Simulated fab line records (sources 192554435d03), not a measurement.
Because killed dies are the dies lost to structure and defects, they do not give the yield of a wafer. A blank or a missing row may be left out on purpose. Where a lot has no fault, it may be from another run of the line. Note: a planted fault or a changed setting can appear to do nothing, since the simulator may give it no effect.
Lot-split experiment    flow n5_finfet    39 wafers read across 7 lots, on a route 1938 steps long

== THE SPLIT ==
At N5_BEOL_M3_TRENCH_ETCH_37 (etches SiOC in C4F6/O2, target depth 55.555 nm, time 29.2 s), the setting target_depth_a was moved away from the recipe's 555.55 angstrom on 15 of the 39 wafers read, by -50.8% to +50.1%. The other wafers ran this setting at the recipe's value.

== FROM THE SPLIT TO THE READING: what the file shows between them, 2 steps ==
- N5_BEOL_M3_ETCH_41: etches SiCN in CH3F/O2, target depth 29.9 nm, time 52.5 s
- N5_BEOL_M3_STRIP_97: strips in N2/H2, time 10 s

== THE READING ==
trench_depth_nm, in nm, at N5_BEOL_M3_OCD_MEAS_38. A value of 55.5 nm with a standard deviation of 0.85 nm is what fault-free wafers of this fab line usually give.

wafer   tool, chamber at the split  target_depth_a as run, angstrom  against the recipe  trench_depth_nm, nm  against lot-mates on the recipe
L075.1  rie_diel-03, 0              555.55                           recipe              56.7                 -
L075.2  rie_diel-03, 3              555.55                           recipe              55.1                 -
L075.5  rie_diel-03, 0              555.55                           recipe              56.3                 -
L077.1  rie_diel-03, 1              555.55                           recipe              56.3                 -
L077.2  rie_diel-03, 0              555.55                           recipe              57.5                 -
L077.3  rie_diel-03, 3              555.55                           recipe              56.5                 -
L077.4  rie_diel-03, 2              555.55                           recipe              56.5                 -
L077.5  rie_diel-03, 2              555.55                           recipe              56.0                 -
L077.6  rie_diel-03, 1              555.55                           recipe              56.9                 -
L078.1  rie_diel-04, 0              273.2                            -50.8%              27.1                 -27.8
L078.2  rie_diel-04, 2              555.55                           recipe              54.2                 -
L078.3  rie_diel-04, 3              273.2                            -50.8%              27.0                 -27.9
L078.4  rie_diel-04, 0              555.55                           recipe              56.2                 -
L078.5  rie_diel-04, 2              555.55                           recipe              54.4                 -
L078.6  rie_diel-04, 3              273.2                            -50.8%              26.6                 -28.3
L080.1  rie_diel-04, 0              784.2                            +41.2%              79.2                 +24.0
L080.2  rie_diel-04, 2              784.2                            +41.2%              78.3                 +23.1
L080.3  rie_diel-04, 3              555.55                           recipe              55.3                 -
L080.4  rie_diel-04, 2              555.55                           recipe              54.6                 -
L080.5  rie_diel-04, 0              784.2                            +41.2%              79.8                 +24.6
L080.6  rie_diel-04, 3              555.55                           recipe              55.6                 -
L081.1  rie_diel-04, 3              555.55                           recipe              55.1                 -
L081.2  rie_diel-04, 0              276.9                            -50.2%              27.9                 -26.8
L081.3  rie_diel-04, 2              555.55                           recipe              54.3                 -
L081.4  rie_diel-04, 0              276.9                            -50.2%              28.0                 -26.7
L081.5  rie_diel-04, 2              555.55                           recipe              54.6                 -
L081.6  rie_diel-04, 3              276.9                            -50.2%              27.0                 -27.7
L082.1  rie_diel-04, 3              555.55                           recipe              54.1                 -
L082.2  rie_diel-04, 0              362.6                            -34.7%              36.7                 -18.1
L082.3  rie_diel-04, 2              555.55                           recipe              55.0                 -
L082.4  rie_diel-04, 0              555.55                           recipe              55.3                 -
L082.5  rie_diel-04, 2              362.6                            -34.7%              35.4                 -19.4
L082.6  rie_diel-04, 3              362.6                            -34.7%              35.7                 -19.1
L089.1  rie_diel-05, 1              555.55                           recipe              55.1                 -
L089.2  rie_diel-05, 2              555.55                           recipe              54.8                 -
L089.3  rie_diel-05, 3              555.55                           recipe              55.2                 -
L089.4  rie_diel-05, 0              833.9                            +50.1%              83.7                 +28.7
L089.5  rie_diel-05, 2              833.9                            +50.1%              80.7                 +25.7
L089.6  rie_diel-05, 3              833.9                            +50.1%              83.5                 +28.5

FIT RESULTS
A straight line over all 39 wafers: trench_depth_nm changes by +0.558 nm for each +1% of target_depth_a; r = +1.00; the points scatter about the line by 0.94 nm.
The same after taking each lot's own level away (the mean of its wafers on the recipe; 39 wafers): +0.553 nm for each +1%; r = +1.00; scatter 0.74 nm.
Per that fit: largest target_depth_a move, reading shift of 28 nm.
The span of the lots' own levels, 54.67 to 56.62 nm, comes to 2.3 times the standard deviation stated above.
The two slopes are in agreement: the lot-to-lot level therefore moves the slope only a little.
Check: with one of the wafers moved furthest among these (-50.8%) left out of the fit, the line predicts -27.9 nm for it against its lot-mates. Against them it came out at -27.8 nm.

== THE OTHER SPLITS THESE WAFERS WENT THROUGH ==
Note: prior to the reading, these wafers also went through further splits. Each is held against what the fit with the lots' levels taken away leaves over:
other split on the same wafers   wafers away from the commonest value  r with trench_depth_nm (lot level and that fit taken away)
N5_FIN_SAQP_PECVD_47 time_s      18                                    +0.24
N5_BEOL_M0_SAQP_PECVD_00 time_s  15                                    -0.16

== THE WHOLE CHAIN: every reading that the file lists as answering this split, in the file's order ==
step                       what it does                                                 reading                                                                           change (the file's fit)                r (the file's)
N5_BEOL_M3_TRENCH_ETCH_37  etches SiOC in C4F6/O2, target depth 55.555 nm, time 29.2 s  BEOL_M3.feature_depth_nm (the simulator's own value, which no gauge read)         +0.552 nm for each +1% of the setting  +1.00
N5_BEOL_M3_TRENCH_ETCH_37  etches SiOC in C4F6/O2, target depth 55.555 nm, time 29.2 s  etch.depth_nm (the simulator's own value, which no gauge read)                    +0.552 nm for each +1% of the setting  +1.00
N5_BEOL_M3_TRENCH_ETCH_37  etches SiOC in C4F6/O2, target depth 55.555 nm, time 29.2 s  TiN_of_BEOL_M3_HM_DEP_02.thk_nm (the simulator's own value, which no gauge read)  -0.026 nm for each +1% of the setting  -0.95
N5_BEOL_M3_OCD_MEAS_38                                                                  trench_depth_nm                                                                   +0.552 nm for each +1% of the setting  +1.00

== FILE'S OWN FIT ==
trench_depth_nm changes by +0.552 nm for each +1% of target_depth_a, r = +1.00.
